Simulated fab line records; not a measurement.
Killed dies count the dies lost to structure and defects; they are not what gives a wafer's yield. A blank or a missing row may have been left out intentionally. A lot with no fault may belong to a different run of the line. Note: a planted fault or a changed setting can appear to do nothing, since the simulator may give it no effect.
fab line records | flow n5Finfet
record lots=6 | wafers=18 | lastDay=17
route steps=1938 shown MOL_CONTACT_COAG@569 PASSIVATION@1936
lots with no fault: from the same line, run without faults
startH: start of the lot's first displayed wafer, in hours after the record's first day | waitH: hours since the lot's step before | " unchanged from the row above | L1.1+2: several wafers, shown together as one row | - no value, or no start given | * or withheld: withheld | < > ~ a bound
route shown NAME@n: names a module that has steps shown in the file, with the first one's number in the route | usual: mean/standard deviation taken from wafers without a fault | same: alike in all rows | chamber/n: place in a boat | sites: per-site readings | _std_site: how widely they spread, as a standard deviation | _edge_site: the outer-site mean with the inner-site mean subtracted | radiusMm: for every site, how far away it sits from the centre of the wafer | mask NAME#n: copy n | behind: the tool/chamber that last shaped the wafer | hold: why the lot was held/for how many hours/how that ended | device: the transistor (n, p or np) that didn't switch | end of line: at the end of the route, the tests of the same wafers | a step given without rows: its recipe and nothing more | killed: not the wafer's yield, but the dies lost to structure and defects at the first sort | map: a wafer's dies, x killed, . not, _ none there
set.NAME: setting as actually run; set.NAME@STEP: the setting as run at that earlier step | model.NAME: the simulator's own value behind a step, which no gauge read
lots seen at some steps along the route; tables by step, rows by wafer
services: when a tool's chamber went out of use (startH, in hours from the record's first day, below 0 if earlier), for how many hours, and the reason
## steps
# step N5_MOL_CONTACT_COAG_SOFTBAKE_79
# recipe tempC=110 | timeS=60 | resist=CAR-EUV
# step N5_MOL_CONTACT_COAG_EXPOSE_81
# recipe maskId=VG | na=0.33 | sourceShape=annular | sigmaInner=0.3 | sigmaOuter=0.7 | polarization=unpolarized | defocusNm=0 | doseMj=59.5
# step N5_MOL_CONTACT_COAG_PEB_82
# recipe pebTempC=100 | pebTimeS=60 | resist=CAR-EUV
# step N5_MOL_CONTACT_COAG_DEVELOP_83
# recipe developTimeS=30 | developer=TMAH | resist=CAR-EUV | rinseLiquid=surfactantRinse | dry=airSpin | devTempC=23
# step N5_MOL_CONTACT_COAG_CD_MEAS_84
# recipe targetCdNm=25.1 | landingEnergyEv=500 | detector=seInlens | polarity=opening
# usual cdNm=25.10/0.25
lot.wafer | tool     | chamber | startH | waitH | cdNm
L448.2    | cdSem-02 | 0       | 125.95 | -     | 24.89
L448.4    | "        | 0       | "      | "     | 24.59
L448.6    | "        | 0       | "      | "     | 25.28
L452.1    | cdSem-01 | 0       | 145.32 | -     | 25.72
L452.4    | "        | 0       | "      | "     | 24.99
L452.5    | "        | 0       | "      | "     | 25.55
L458.2    | cdSem-01 | 0       | 184.66 | -     | 24.95
L458.5    | "        | 0       | "      | "     | 25.31
L458.6    | "        | 0       | "      | "     | 24.96
L459.1    | cdSem-02 | 0       | 187.73 | -     | 24.88
L459.2    | "        | 0       | "      | "     | 25.21
L459.4    | "        | 0       | "      | "     | 25.39
L466.1    | cdSem-02 | 0       | 233.14 | -     | 24.93
L466.3    | "        | 0       | "      | "     | 25.04
L466.6    | "        | 0       | "      | "     | 25.58
L467.3    | cdSem-03 | 0       | 236.34 | -     | 24.86
L467.4    | "        | 0       | "      | "     | 24.86
L467.6    | "        | 0       | "      | "     | 24.95
# step N5_MOL_CONTACT_COAG_OVL_MEAS_85
# recipe pointsPerWafer=522
# usual VG_OVL=-0.8/0.74
lot.wafer | tool       | chamber | startH | waitH | VG_OVL[nm]
L448.2    | overlay-01 | 0       | 125.99 | 0.0   | 0.4
L448.4    | "          | 0       | "      | "     | 0.4
L448.6    | "          | 0       | "      | "     | -0.2
L452.1    | overlay-02 | 0       | 145.35 | 0.0   | -1.6
L452.4    | "          | 0       | "      | "     | -1.0
L452.5    | "          | 0       | "      | "     | -1.1
L458.2    | overlay-02 | 0       | 184.70 | 0.0   | -0.8
L458.5    | "          | 0       | "      | "     | -1.9
L458.6    | "          | 0       | "      | "     | -0.7
L459.1    | overlay-01 | 0       | 187.76 | 0.0   | -1.3
L459.2    | "          | 0       | "      | "     | -1.2
L459.4    | "          | 0       | "      | "     | -1.3
L466.1    | overlay-01 | 0       | 233.17 | 0.0   | -1.1
L466.3    | "          | 0       | "      | "     | -1.9
L466.6    | "          | 0       | "      | "     | -0.9
L467.3    | overlay-02 | 0       | 236.38 | 0.0   | -1.1
L467.4    | "          | 0       | "      | "     | -1.0
L467.6    | "          | 0       | "      | "     | -1.2
# step N5_MOL_CONTACT_COAG_INSPECT_57
# recipe mode=adi | inspectInstrument=brightfield
# usual rawDefectCount=179/52
lot.wafer | tool             | chamber | startH | waitH | rawDefectCount
L448.2    | defectInspect-02 | -       | 126.04 | 0.0   | 160
L448.4    | "                | -       | "      | "     | 238
L448.6    | "                | -       | "      | "     | 218
L452.1    | defectInspect-01 | -       | 145.41 | 0.1   | 107
L452.4    | "                | -       | "      | "     | 82
L452.5    | "                | -       | "      | "     | 134
L458.2    | defectInspect-01 | -       | 184.75 | 0.0   | 254
L458.5    | "                | -       | "      | "     | 281
L458.6    | "                | -       | "      | "     | 155
L459.1    | defectInspect-01 | -       | 187.82 | 0.1   | 329
L459.2    | "                | -       | "      | "     | 198
L459.4    | "                | -       | "      | "     | 315
L466.1    | defectInspect-01 | -       | 233.51 | 0.3   | 105
L466.3    | "                | -       | "      | "     | 166
L466.6    | "                | -       | "      | "     | 86
L467.3    | defectInspect-02 | -       | 236.43 | 0.0   | 147
L467.4    | "                | -       | "      | "     | 145
L467.6    | "                | -       | "      | "     | 202
# step N5_MOL_CONTACT_COAG_DESCUM_88
# recipe chemistry=O2 | timeS=7 | sourcePowerW=50 | biasPowerW=20 | pressureMtorr=20 | rfFrequencyHz=2.712e+07 | tempC=40 | resist=CAR-EUV | o2FlowSccm=225
# usual drypumpMotorCurrentA=5.6/0.48 | oesProductAu=0.81/0.086 | rfVppV=243.2/1.1 | showerheadPlenumPTorr=2.09/0.048 | throttleValvePct=20.33/0.24
lot.wafer | tool       | chamber | startH | waitH | drypumpMotorCurrentA | oesProductAu | rfHoursCounterH | rfVppV | showerheadPlenumPTorr | throttleValvePct
L448.2    | rieDiel-04 | 1       | 126.07 | 0.0   | 5.5                  | 0.72         | 182             | 244.3  | 2.08                  | 20.56
L448.4    | "          | 3       | "      | "     | 5.5                  | 0.81         | 94              | 244.7  | 2.11                  | 20.41
L448.6    | "          | 3       | "      | "     | 5.5                  | 0.81         | -               | 243.3  | 2.11                  | 20.39
L452.1    | rieDiel-04 | 1       | 145.71 | 0.3   | 5.5                  | 0.71         | 188             | 242.2  | 2.08                  | 20.57
L452.4    | "          | 0       | "      | "     | 6.2                  | 0.85         | 43              | 244.0  | 2.13                  | 19.91
L452.5    | "          | 0       | "      | "     | 6.2                  | 0.84         | -               | 242.8  | 2.13                  | 19.89
L458.2    | rieDiel-04 | 1       | 184.79 | 0.0   | 5.5                  | 0.71         | 200             | 244.0  | 2.08                  | 20.58
L458.5    | "          | 0       | "      | "     | 6.3                  | 0.83         | -               | 243.1  | 2.13                  | 19.93
L458.6    | "          | 3       | "      | "     | 5.5                  | 0.78         | -               | 244.1  | 2.11                  | 20.42
L459.1    | rieDiel-04 | 0       | 187.85 | 0.0   | 6.2                  | 0.84         | 58              | 245.1  | 2.13                  | 19.94
L459.2    | "          | 3       | "      | "     | 5.5                  | 0.79         | 115             | 243.2  | 2.11                  | 20.41
L459.4    | "          | 2       | "      | "     | 5.1                  | 0.89         | 45              | 243.4  | 2.12                  | 20.08
L466.1    | rieDiel-06 | 2       | 234.32 | 0.8   | 6.0                  | 0.83         | 65              | 242.2  | 2.04                  | 20.39
L466.3    | "          | 3       | "      | "     | 5.0                  | 0.69         | 247             | 243.9  | 2.06                  | 20.62
L466.6    | "          | 3       | "      | "     | 5.0                  | 0.69         | -               | 240.7  | 2.06                  | 20.64
L467.3    | rieDiel-06 | 3       | 238.24 | 1.8   | 5.0                  | 0.69         | 249             | 243.3  | 2.06                  | 20.62
L467.4    | "          | 1       | "      | "     | 5.3                  | 0.87         | 31              | 241.8  | 2.14                  | 20.46
L467.6    | "          | 2       | "      | "     | 6.1                  | 0.82         | -               | 239.9  | 2.04                  | 20.41
# step N5_MOL_CONTACT_COAG_ETCH_89
# recipe chemistry=N2/H2 | target=underlayer | targetDepthA=130 | maskMaterial=CAR-EUV | timeS=10.4 | ionEnergyEv=200 | pressureMtorr=30 | sourceW=840 | biasW=150 | n2FlowSccm=200 | h2FlowSccm=200 | ends=cleared
# usual drypumpMotorCurrentA=5.6/0.48 | etchRfOnTimeS=10.32/0.2 | oesProductAu=0.69/0.073 | rfVppV=523.9/1.8 | showerheadPlenumPTorr=2.55/0.058 | throttleValvePct=17.79/0.27
lot.wafer | tool       | chamber | startH | waitH | drypumpMotorCurrentA | etchRfOnTimeS | oesProductAu | rfHoursCounterH | rfVppV | showerheadPlenumPTorr | throttleValvePct
L448.2    | rieDiel-04 | 1       | 126.11 | 0.0   | 5.5                  | 10.27         | 0.63         | 182             | 521.4  | 2.53                  | 18.04
L448.4    | "          | 3       | "      | "     | 5.5                  | 10.25         | 0.69         | 94              | 524.1  | 2.57                  | 17.85
L448.6    | "          | 3       | "      | "     | 5.5                  | 10.34         | 0.69         | -               | 524.4  | 2.57                  | 17.85
L452.1    | rieDiel-04 | 1       | 145.75 | 0.0   | 5.5                  | 10.45         | 0.62         | 188             | 523.8  | 2.53                  | 18.04
L452.4    | "          | 0       | "      | "     | 6.3                  | 10.35         | 0.73         | 43              | 525.7  | 2.59                  | 17.29
L452.5    | "          | 0       | "      | "     | 6.3                  | 10.33         | 0.72         | -               | 526.0  | 2.59                  | 17.28
L458.2    | rieDiel-04 | 1       | 184.82 | 0.0   | 5.5                  | 10.44         | 0.62         | 200             | 523.7  | 2.52                  | 18.07
L458.5    | "          | 0       | "      | "     | 6.3                  | 10.36         | 0.71         | -               | 524.7  | 2.58                  | 17.31
L458.6    | "          | 3       | "      | "     | 5.5                  | 10.28         | 0.68         | -               | 524.6  | 2.56                  | 17.88
L459.1    | rieDiel-04 | 0       | 187.89 | 0.0   | 6.2                  | 10.29         | 0.72         | 58              | 524.8  | 2.58                  | 17.31
L459.2    | "          | 3       | "      | "     | 5.5                  | 10.37         | 0.67         | 115             | 525.8  | 2.56                  | 17.88
L459.4    | "          | 2       | "      | "     | 5.2                  | 9.94          | 0.78         | 45              | 524.3  | 2.57                  | 17.55
L466.1    | rieDiel-06 | 2       | 234.36 | 0.0   | 6.1                  | 10.37         | 0.70         | 65              | 520.0  | 2.47                  | 17.83
L466.3    | "          | 3       | "      | "     | 5.0                  | 10.42         | 0.60         | 247             | 521.3  | 2.51                  | 18.18
L466.6    | "          | 3       | "      | "     | 5.0                  | 10.44         | 0.60         | -               | 522.9  | 2.51                  | 18.17
L467.3    | rieDiel-06 | 3       | 238.27 | 0.0   | 5.0                  | 10.58         | 0.60         | 249             | 522.6  | 2.51                  | 18.19
L467.4    | "          | 1       | "      | "     | 5.3                  | 10.60         | 0.74         | 31              | 525.5  | 2.59                  | 17.80
L467.6    | "          | 2       | "      | "     | 6.1                  | 10.52         | 0.70         | -               | 521.4  | 2.47                  | 17.83
# step N5_MOL_CONTACT_COAG_ETCH_90
# recipe chemistry=CF4 | target=SiARC | targetDepthA=130 | maskMaterial=CAR-EUV | timeS=21.7 | ionEnergyEv=80 | pressureMtorr=40 | sourceW=545 | biasW=36 | Ar_flow_sccm=100 | cf4FlowSccm=100 | ends=cleared
# usual drypumpMotorCurrentA=5.6/0.48 | etchRfOnTimeS=21.5/0.4 | oesProductAu=0.69/0.073 | rfVppV=184.1/1.1 | showerheadPlenumPTorr=2.14/0.048 | throttleValvePct=15.52/0.23
lot.wafer | tool       | chamber | startH | waitH | drypumpMotorCurrentA | etchRfOnTimeS | oesProductAu | rfHoursCounterH | rfVppV | showerheadPlenumPTorr | throttleValvePct
L448.2    | rieDiel-04 | 1       | 126.13 | 0.0   | 5.5                  | 21.6          | 0.63         | 182             | 184.6  | 2.12                  | 15.68
L448.4    | "          | 3       | "      | "     | 5.5                  | 21.3          | 0.69         | 94              | 184.2  | 2.16                  | 15.55
L448.6    | "          | 3       | "      | "     | 5.5                  | 21.3          | 0.69         | -               | 184.1  | 2.16                  | 15.56
L452.1    | rieDiel-04 | 1       | 145.77 | 0.0   | 5.5                  | 21.8          | 0.62         | 188             | 184.0  | 2.12                  | 15.69
L452.4    | "          | 0       | "      | "     | 6.3                  | 21.7          | 0.72         | 43              | 185.8  | 2.18                  | 15.11
L452.5    | "          | 0       | "      | "     | 6.3                  | 21.8          | 0.72         | -               | 183.7  | 2.18                  | 15.11
L458.2    | rieDiel-04 | 1       | 184.84 | 0.0   | 5.5                  | 21.6          | 0.61         | 200             | 183.8  | 2.12                  | 15.71
L458.5    | "          | 0       | "      | "     | 6.3                  | 21.5          | 0.72         | -               | 184.5  | 2.18                  | 15.14
L458.6    | "          | 3       | "      | "     | 5.5                  | 21.8          | 0.67         | -               | 183.8  | 2.15                  | 15.60
L459.1    | rieDiel-04 | 0       | 187.91 | 0.0   | 6.2                  | 21.5          | 0.71         | 58              | 184.2  | 2.18                  | 15.12
L459.2    | "          | 3       | "      | "     | 5.5                  | 21.4          | 0.67         | 115             | 183.7  | 2.15                  | 15.60
L459.4    | "          | 2       | "      | "     | 5.2                  | 20.6          | 0.78         | 45              | 186.9  | 2.18                  | 15.30
L466.1    | rieDiel-06 | 2       | 234.38 | 0.0   | 6.1                  | 21.8          | 0.70         | 65              | 183.6  | 2.08                  | 15.49
L466.3    | "          | 3       | "      | "     | 5.0                  | 21.8          | 0.61         | 247             | 185.3  | 2.11                  | 15.87
L466.6    | "          | 3       | "      | "     | 5.0                  | 21.7          | 0.59         | -               | 183.2  | 2.11                  | 15.87
L467.3    | rieDiel-06 | 3       | 238.29 | 0.0   | 5.0                  | 21.9          | 0.60         | 249             | 186.1  | 2.11                  | 15.87
L467.4    | "          | 1       | "      | "     | 5.3                  | 21.7          | 0.75         | 31              | 183.5  | 2.18                  | 15.55
L467.6    | "          | 2       | "      | "     | 6.1                  | 21.9          | 0.70         | -               | 182.8  | 2.08                  | 15.52
# step N5_MOL_CONTACT_COAG_ALD_131
# recipe material=SiO2 | targetThkA=50 | tempC=100 | aldPrecursorFamily=BDEAS | aldCoReactant=O2-plasma | pulseTimeS=1 | coReactantPulseTimeS=1 | purgeTimeS=2 | coReactantPurgeTimeS=2 | aldCycles=35 | pressureTorr=2
# usual chamberPressureTorr=2.000/0.0046 | heaterPowerW=80/8.3 | precursorPulseHeightRel=0.999/0.021
# same pulseTimeS=1
lot.wafer | tool      | chamber | startH | waitH | chamberPressureTorr | heaterPowerW | precursorPulseHeightRel
L448.2    | aldSin-03 | 1       | 126.21 | 0.1   | 2.003               | 80           | 0.999
L448.4    | "         | 3       | "      | "     | 1.998               | 94           | 1.007
L448.6    | "         | 3       | "      | "     | 1.998               | 93           | 0.984
L452.1    | aldSin-04 | 1       | 146.13 | 0.3   | 1.994               | 92           | 0.989
L452.4    | "         | 3       | "      | "     | 2.006               | 81           | 1.028
L452.5    | "         | 1       | "      | "     | 2.001               | 90           | 1.001
L458.2    | aldSin-02 | 0       | 184.92 | 0.1   | 1.998               | 67           | 1.045
L458.5    | "         | 0       | "      | "     | 1.996               | 67           | 1.024
L458.6    | "         | 3       | "      | "     | 1.999               | 69           | 0.987
L459.1    | aldSin-03 | 3       | 187.99 | 0.1   | 2.004               | 96           | 1.002
L459.2    | "         | 1       | "      | "     | 1.997               | 83           | 1.008
L459.4    | "         | 0       | "      | "     | 2.000               | 77           | 1.034
L466.1    | aldSin-02 | 1       | 234.62 | 0.2   | 1.999               | 79           | 1.020
L466.3    | "         | 2       | "      | "     | 1.996               | 78           | 0.963
L466.6    | "         | 2       | "      | "     | 1.998               | 77           | 0.970
L467.3    | aldSin-02 | 0       | 238.37 | 0.1   | 1.996               | 69           | 1.009
L467.4    | "         | 1       | "      | "     | 1.997               | 78           | 1.020
L467.6    | "         | 1       | "      | "     | 1.997               | 80           | 1.012
# step N5_MOL_CONTACT_COAG_ETCHBACK_132
# recipe chemistry=CHF3 | target=SiO2 | targetDepthA=100 | timeS=6.7 | ionEnergyEv=200 | pressureMtorr=30 | sourceW=610 | biasW=170 | Ar_flow_sccm=200 | CHF3_flow_sccm=50
# step N5_MOL_CONTACT_COAG_ETCH_91
# recipe chemistry=N2/H2 | target=SOC | targetDepthA=600 | overetchA=210 | maskMaterial=SiARC | tempC=40 | timeS=101.2 | ionEnergyEv=200 | pressureMtorr=30 | sourceW=840 | biasW=150 | n2FlowSccm=200 | h2FlowSccm=200
# usual drypumpMotorCurrentA=5.6/0.54 | oesProductAu=0.69/0.072 | rfVppV=524.3/2.1 | showerheadPlenumPTorr=2.56/0.071 | throttleValvePct=17.76/0.25
lot.wafer | tool       | chamber | startH | waitH | drypumpMotorCurrentA | oesProductAu | rfHoursCounterH | rfVppV | showerheadPlenumPTorr | throttleValvePct | model.SiARC_of_MOL_CONTACT_COAG_COAT_76.thkNm
L448.2    | rieDiel-02 | 1       | 126.42 | 0.0   | 6.7                  | 0.82         | 6               | 522.8  | 2.50                  | 17.62            | 5.8
L448.4    | "          | 2       | "      | "     | 5.0                  | 0.68         | 86              | 525.5  | 2.57                  | 18.00            | 5.8
L448.6    | "          | 3       | "      | "     | 5.9                  | 0.76         | -               | 530.2  | 2.71                  | 17.56            | 5.6
L452.1    | rieDiel-06 | 2       | 146.38 | 0.0   | 6.1                  | 0.74         | 30              | 521.6  | 2.49                  | 17.71            | 5.8
L452.4    | "          | 0       | "      | "     | 5.8                  | 0.60         | 193             | 523.5  | 2.53                  | 17.82            | 5.8
L452.5    | "          | 3       | "      | "     | 5.0                  | 0.61         | -               | 523.8  | 2.53                  | 18.09            | 5.8
L458.2    | rieDiel-02 | 2       | 185.14 | 0.0   | 4.9                  | 0.66         | 108             | 523.4  | 2.56                  | 18.04            | 5.8
L458.5    | "          | 0       | "      | "     | 5.0                  | 0.79         | -               | 527.8  | 2.71                  | 17.66            | 6
L458.6    | "          | 1       | "      | "     | 6.7                  | 0.77         | -               | 522.2  | 2.49                  | 17.67            | 3
L459.1    | rieDiel-02 | 1       | 188.20 | 0.0   | 6.7                  | 0.77         | 29              | 521.9  | 2.49                  | 17.67            | 5.8
L459.2    | "          | 0       | "      | "     | 5.0                  | 0.80         | 3               | 528.7  | 2.71                  | 17.65            | 6
L459.4    | "          | 2       | "      | "     | 5.0                  | 0.66         | 109             | 524.0  | 2.56                  | 18.05            | 3.2
L466.1    | rieDiel-06 | 0       | 235.05 | 0.0   | 5.8                  | 0.58         | 227             | 523.8  | 2.51                  | 17.89            | 5.8
L466.3    | "          | 3       | "      | "     | 5.0                  | 0.59         | 248             | 522.8  | 2.51                  | 18.14            | 6
L466.6    | "          | 1       | "      | "     | 5.3                  | 0.73         | -               | 525.0  | 2.59                  | 17.76            | 6
L467.3    | rieDiel-06 | 0       | 239.16 | 0.0   | 5.8                  | 0.59         | 229             | 521.5  | 2.51                  | 17.89            | 5.8
L467.4    | "          | 1       | "      | "     | 5.3                  | 0.73         | 31              | 525.5  | 2.59                  | 17.76            | 6
L467.6    | "          | 1       | "      | "     | 5.3                  | 0.73         | -               | 525.1  | 2.59                  | 17.77            | 6
# step N5_MOL_CONTACT_COAG_STRIP_92
# recipe chemistry=N2/H2 | tempC=40 | n2FlowSccm=200 | h2FlowSccm=200 | rfFrequencyHz=6e+07
# step N5_MOL_CONTACT_COAG_STRIP_93
# recipe chemistry=N2/H2 | tempC=40 | n2FlowSccm=200 | h2FlowSccm=200 | rfFrequencyHz=6e+07
# step N5_MOL_CONTACT_COAG_ETCHBACK_135
# recipe chemistry=CHF3 | target=SiO2 | targetDepthA=250 | timeS=16.7 | ionEnergyEv=200 | pressureMtorr=30 | sourceW=610 | biasW=170 | Ar_flow_sccm=200 | CHF3_flow_sccm=50
# step N5_MOL_CONTACT_COAG_STRIP_118
# recipe chemistry=CHF3 | resist=SiARC | rfFrequencyHz=6e+07
# step N5_MOL_CONTACT_COAG_VIA_ETCH_46
# recipe chemistry=C4F6/O2 | targetDepthA=460 | overetchA=92 | maskMaterial=SOC | target=SiO2 | biasW=455 | pressureMtorr=10 | timeS=40 | sourceW=325 | Ar_flow_sccm=300 | C4F6_flow_sccm=10 | O2_flow_sccm=10 | ionEnergyEv=575.3 | ends=endPoint
# step N5_MOL_CONTACT_COAG_STRIP_96
# recipe chemistry=N2/H2 | powerW=500 | tempC=40 | pressureMtorr=50 | rfFrequencyHz=6e+07 | overashFraction=0.3 | biasPowerW=28 | h2Frac=0.5 | n2FlowSccm=300 | h2FlowSccm=300
# usual drypumpMotorCurrentA=5.6/0.54 | oesProductAu=0.82/0.09 | rfVppV=122.0/1.2 | showerheadPlenumPTorr=3.38/0.09 | throttleValvePct=18.9/0.31
lot.wafer | tool       | chamber | startH | waitH | drypumpMotorCurrentA | oesProductAu | rfHoursCounterH | rfVppV | showerheadPlenumPTorr | throttleValvePct
L448.2    | rieDiel-02 | 1       | 126.61 | 0.0   | 6.7                  | 0.98         | 6               | 122.2  | 3.30                  | 18.8
L448.4    | "          | 2       | "      | "     | 4.9                  | 0.81         | 87              | 120.3  | 3.40                  | 19.2
L448.6    | "          | 3       | "      | "     | 5.9                  | 0.92         | -               | 124.0  | 3.57                  | 18.8
L452.1    | rieDiel-06 | 2       | 146.57 | 0.0   | 6.1                  | 0.86         | 30              | 121.0  | 3.29                  | 18.9
L452.4    | "          | 0       | "      | "     | 5.8                  | 0.73         | 193             | 123.3  | 3.34                  | 19.0
L452.5    | "          | 3       | "      | "     | 5.0                  | 0.72         | -               | 122.6  | 3.34                  | 19.3
L458.2    | rieDiel-02 | 2       | 185.33 | 0.0   | 5.0                  | 0.79         | 108             | 122.6  | 3.39                  | 19.3
L458.5    | "          | 0       | "      | "     | 5.0                  | 0.96         | -               | 121.9  | 3.58                  | 18.7
L458.6    | "          | 1       | "      | "     | 6.7                  | 0.92         | -               | 121.1  | 3.29                  | 18.9
L459.1    | rieDiel-02 | 1       | 188.39 | 0.0   | 6.7                  | 0.91         | 29              | 119.0  | 3.29                  | 18.9
L459.2    | "          | 0       | "      | "     | 5.0                  | 0.95         | 3               | 121.4  | 3.58                  | 18.7
L459.4    | "          | 2       | "      | "     | 5.0                  | 0.78         | 109             | 121.3  | 3.39                  | 19.3
L466.1    | rieDiel-06 | 0       | 235.24 | 0.0   | 5.8                  | 0.71         | 227             | 119.7  | 3.32                  | 19.0
L466.3    | "          | 3       | "      | "     | 5.0                  | 0.70         | 248             | 120.6  | 3.32                  | 19.3
L466.6    | "          | 1       | "      | "     | 5.3                  | 0.88         | -               | 121.6  | 3.42                  | 18.7
L467.3    | rieDiel-06 | 0       | 239.35 | 0.0   | 5.8                  | 0.69         | 229             | 122.4  | 3.32                  | 19.0
L467.4    | "          | 1       | "      | "     | 5.3                  | 0.87         | 31              | 121.2  | 3.42                  | 18.7
L467.6    | "          | 1       | "      | "     | 5.3                  | 0.87         | -               | 123.0  | 3.42                  | 18.7
# step N5_MOL_CONTACT_COAG_ETCH_47
# recipe chemistry=CH3F/O2 | target=SiNx | targetDepthA=270 | maskMaterial=SiO2 | stopOn=W | overEtchFrac=0.2 | ionEnergyEv=120 | endpoint=OES-CN | pressureMtorr=30 | sourceW=395 | biasW=73 | Ar_flow_sccm=150 | CH3F_flow_sccm=30 | O2_flow_sccm=20 | ends=endPoint
# step N5_MOL_CONTACT_COAG_STRIP_119
# recipe chemistry=N2/H2 | timeS=30 | powerW=1000 | tempC=250 | pressureMtorr=withheld | n2FlowSccm=1750 | h2FlowSccm=3250
# step N5_MOL_CONTACT_COAG_PRECLEAN_144
# recipe chemistry=alkalineClean | tempC=60 | timeS=60 | doPpb=50
# step N5_MOL_CONTACT_COAG_SRD_145
# recipe dry=ipaMarangoni | timeS=30 | tempC=23 | rinseLiquid=diw
# step N5_MOL_CONTACT_COAG_CD_MEAS_137
# recipe targetCdNm=16
# usual cdNm=16.03/0.3
lot.wafer | tool     | chamber | startH | waitH | cdNm
L448.2    | cdSem-02 | -       | 126.89 | 0.0   | 15.92
L448.4    | "        | -       | "      | "     | 15.86
L448.6    | "        | -       | "      | "     | 15.75
L452.1    | cdSem-01 | -       | 146.84 | 0.0   | 16.30
L452.4    | "        | -       | "      | "     | 15.53
L452.5    | "        | -       | "      | "     | 15.98
L458.2    | cdSem-02 | -       | 185.60 | 0.0   | 16.07
L458.5    | "        | -       | "      | "     | 16.22
L458.6    | "        | -       | "      | "     | 17.53
L459.1    | cdSem-03 | -       | 188.66 | 0.0   | 15.99
L459.2    | "        | -       | "      | "     | 16.06
L459.4    | "        | -       | "      | "     | 17.50
L466.1    | cdSem-02 | -       | 235.50 | 0.0   | 15.83
L466.3    | "        | -       | "      | "     | 15.86
L466.6    | "        | -       | "      | "     | 16.41
L467.3    | cdSem-03 | -       | 239.62 | 0.0   | 16.04
L467.4    | "        | -       | "      | "     | 15.74
L467.6    | "        | -       | "      | "     | 15.62
# step N5_MOL_CONTACT_COAG_COAT_62
# recipe resist=SOC | tempC=250 | timeS=60 | spinRpm=1500 | resistThkNm=60
# step N5_PASSIVATION_PROBE_49
# usual killed_at_M0_to_M3=33/8.9 | killed_at_M4_up=15/5.4 | killedAtContacts=13/5.8 | killedAtFrontEnd=39/9.9 | killedAtOther=3.2/2.9 | killedDies=102/15 | killedOpen=68/12 | killedShort=34/7.6
# same grossDies=1180 | killedAtBackSide=0
lot.wafer | tool      | chamber | startH | waitH | killed_at_M0_to_M3 | killed_at_M4_up | killedAtContacts | killedAtFrontEnd | killedAtOther | killedDies | killedOpen | killedShort
L448.2    | prober-02 | -       | 294.43 | 0.1   | 33                 | 10              | 13               | 29               | 2             | 87         | 65         | 22
L448.4    | prober-02 | -       | 294.53 | 0.2   | 22                 | 17              | 4                | 43               | 2             | 88         | 57         | 31
L448.6    | prober-02 | -       | 294.63 | 0.3   | 27                 | 19              | 4                | 42               | 1             | 93         | 61         | 32
# killed by level:class
L448.2 MOL_CONTACT_COAG:geometricParticle:open=12 BEOL_M0_SAQP:geometricParticle:open=12 BEOL_M0_SAQP:geometricParticle:short=9 STI_FIN_REVEAL:geometricParticle:open=7 BEOL_M3:geometricParticle:open=6 ILD0:geometricParticle:open=5 FIN_SAQP:geometricParticle:open=4 FIN_SAQP:geometricParticle:short=4
L448.4 FIN_SAQP:geometricParticle:short=12 BEOL_M4:geometricParticle:open=7 STI_FIN_REVEAL:geometricParticle:open=6 DUMMY_GATE:geometricParticle:open=6 BEOL_M3:geometricParticle:open=6 FIN_SAQP:geometricParticle:open=5 BEOL_M0_SAQP:geometricParticle:open=5 BEOL_M0_SAQP:geometricParticle:short=5
L448.6 STI_FIN_REVEAL:geometricParticle:open=15 BEOL_M2:geometricParticle:open=9 BEOL_M0_SAQP:geometricParticle:short=7 BEOL_M4:geometricParticle:open=7 STI_FIN_REVEAL:geometricParticle:short=5 BEOL_M3:geometricParticle:open=5 FIN_SAQP:geometricParticle:short=4 ILD0:geometricParticle:short=4
## services
tool       | chamber | startH | hours | kind
aldSin-04  | 0       | 102.95 | 12.7  | repair
rieDiel-06 | 1       | 107.30 | -     | clean
rieDiel-06 | 1       | 107.30 | -     | consumableReplace:focusRing
rieDiel-06 | 1       | 107.30 | 20.1  | scheduledDown
rieDiel-06 | 1       | 107.30 | 20.1  | ventCycle
rieDiel-04 | 1       | 107.47 | 3.4   | repair
aldSin-02  | 3       | 122.06 | 3.6   | repair
aldSin-02  | -       | 134.01 | 14.6  | pm
aldSin-03  | 1       | 141.84 | 10.6  | repair
aldSin-03  | -       | 144.84 | 14.6  | pm
aldSin-02  | -       | 148.61 | 6.1   | pm
rieDiel-06 | -       | 153.59 | 1.2   | repair
rieDiel-02 | 0       | 162.16 | -     | clean
rieDiel-02 | 0       | 162.16 | -     | consumableReplace:focusRing
rieDiel-02 | 0       | 162.16 | -     | consumableReplace:showerhead
rieDiel-02 | 0       | 162.16 | 13.7  | scheduledDown
rieDiel-02 | 0       | 162.16 | 13.7  | ventCycle
aldSin-03  | -       | 167.85 | 0.5   | repair
rieDiel-06 | 1       | 175.24 | 16.7  | repair
aldSin-04  | 0       | 179.12 | 45.6  | repair
rieDiel-02 | 3       | 196.56 | 2.4   | repair
rieDiel-02 | -       | 217.41 | 0.9   | repair
rieDiel-02 | -       | 221.67 | 28.1  | pm
aldSin-02  | 0       | 232.86 | 3.7   | repair
## key
firstSign step=N5_MOL_CONTACT_COAG_CD_MEAS_137 | reading=cdNm | direction=up | sigmas=5 | usual=16.03 | struck=17.51
effect none on later readings
modelEffect step=N5_MOL_CONTACT_COAG_ETCH_91 | value=SiARC_of_MOL_CONTACT_COAG_COAT_76.thkNm | without=5.8 | struck=3.1
metAt N5_MOL_CONTACT_COAG_ETCH_91
struckWafers L458.6,L459.4
testerLeftOut L458,L459
onsetBetween 126.42 185.14
fault kind=processParameterDrift | tool=rieDiel-02 | chamber=- | onsetH=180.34 | steps=N5_MOL_CONTACT_COAG_ETCH_91 | channel=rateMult | offset=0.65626 | shape=step | endH=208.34 | scope=struckWafersOnly
# testerLeftOut: of these lots the tester's yield and bins aren't shown, on N5 and GAA mostly nor the transistor test; their killed dies are dies lost to structure and defects alone, not to doping, threshold or leakage, so they don't give the yield
